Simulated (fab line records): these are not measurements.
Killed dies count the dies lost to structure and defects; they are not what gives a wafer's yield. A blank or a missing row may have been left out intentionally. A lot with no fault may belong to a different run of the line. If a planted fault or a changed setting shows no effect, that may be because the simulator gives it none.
Chamber matching | flow nand_harc | 4 sister chambers for NHARC_A_CONTACT_ETCH_91 on rie_diel-05
The step etches the open film in CH3F/O2, target depth 40 nm, time 85.7 s. 24 wafers are shown with their chamber, then 12 later ones without.

== WAFERS, EACH WITH ITS CHAMBER ==
wafer  | chamber | drypump_motor_current_A (A) | showerhead_plenum_p_Torr (Torr) | rf_vpp_V (V)
L078.2 | 2       | 5.7                         | 2.65                            | 246.6
L078.4 | 1       | 6.6                         | 2.59                            | 246.3
L078.6 | 2       | 5.7                         | 2.65                            | 247.6
L078.1 | 3       | 5.8                         | 2.50                            | 245.5
L078.3 | 0       | 5.5                         | 2.60                            | 246.6
L078.5 | 1       | 6.6                         | 2.59                            | 246.3
L079.2 | 3       | 5.9                         | 2.50                            | 244.9
L079.5 | 1       | 6.6                         | 2.59                            | 246.2
L079.6 | 2       | 5.7                         | 2.65                            | 247.9
L081.3 | 1       | 6.6                         | 2.59                            | 247.0
L081.4 | 2       | 5.7                         | 2.65                            | 247.0
L081.6 | 3       | 5.8                         | 2.50                            | 245.3
L083.2 | 2       | 5.7                         | 2.65                            | 247.5
L083.4 | 0       | 5.5                         | 2.60                            | 247.0
L083.6 | 0       | 5.5                         | 2.60                            | 246.5
L084.2 | 0       | 5.5                         | 2.60                            | 246.3
L084.3 | 1       | 6.6                         | 2.59                            | 246.6
L084.5 | 2       | 5.7                         | 2.65                            | 246.9
L087.1 | 3       | 5.9                         | 2.49                            | 245.7
L087.2 | 2       | 5.7                         | 2.64                            | 247.1
L087.6 | 0       | 5.5                         | 2.60                            | 245.6
L089.1 | 2       | 5.8                         | 2.64                            | 248.0
L089.3 | 1       | 6.6                         | 2.58                            | 246.4
L089.6 | 1       | 6.6                         | 2.58                            | 247.1

SIGNATURES (means of the wafers above)
reading                  | chamber 0 | chamber 1 | chamber 2 | chamber 3 | scatter within a chamber
drypump_motor_current_A  | 5.500     | 6.600     | 5.713     | 5.850     | 0.0306
showerhead_plenum_p_Torr | 2.6000    | 2.5871    | 2.6475    | 2.4975    | 0.00429
rf_vpp_V                 | 246.400   | 246.557   | 247.325   | 245.350   | 0.444
Rule: a wafer's distance from a chamber is the root of the sum, over the readings, of the square of ((its reading less the chamber's mean) divided by the reading's scatter). If the next closest chamber is less than 2 further off than the closest, the wafer can't be placed; otherwise it belongs to the closest. The scatter: take each reading less its chamber's mean, square it, sum over the shown wafers, divide by the number of wafers less the number of chambers, and take the root.

== WAFERS WHOSE CHAMBER IS MISSING ==
wafer  | drypump_motor_current_A (A) | showerhead_plenum_p_Torr (Torr) | rf_vpp_V (V)
L090.1 | 6.6                         | 2.58                            | 245.2
L090.3 | 5.4                         | 2.60                            | 246.1
L090.5 | 5.4                         | 2.60                            | 245.7
L094.1 | 5.4                         | 2.59                            | 246.3
L094.2 | 5.9                         | 2.49                            | 243.8
L094.4 | 5.7                         | 2.64                            | 246.6
L095.2 | 5.9                         | 2.49                            | 245.2
L095.3 | 5.5                         | 2.59                            | 247.6
L095.6 | 5.5                         | 2.59                            | 246.2
L097.2 | 5.8                         | 2.64                            | 247.8
L097.3 | 5.4                         | 2.59                            | 245.8
L097.6 | 5.7                         | 2.64                            | 246.8

== EACH ONE'S CHAMBER ==
wafer  | from the rows above | in truth
L090.1 | 1                   | 1
L090.3 | 0                   | 0
L090.5 | 0                   | 0
L094.1 | 0                   | 0
L094.2 | 3                   | 3
L094.4 | 2                   | 2
L095.2 | 3                   | 3
L095.3 | 0                   | 0
L095.6 | 0                   | 0
L097.2 | 2                   | 2
L097.3 | 0                   | 0
L097.6 | 2                   | 2
12 of 12 placed correctly. Not placeable from these rows: 0. Placed wrongly: 0.
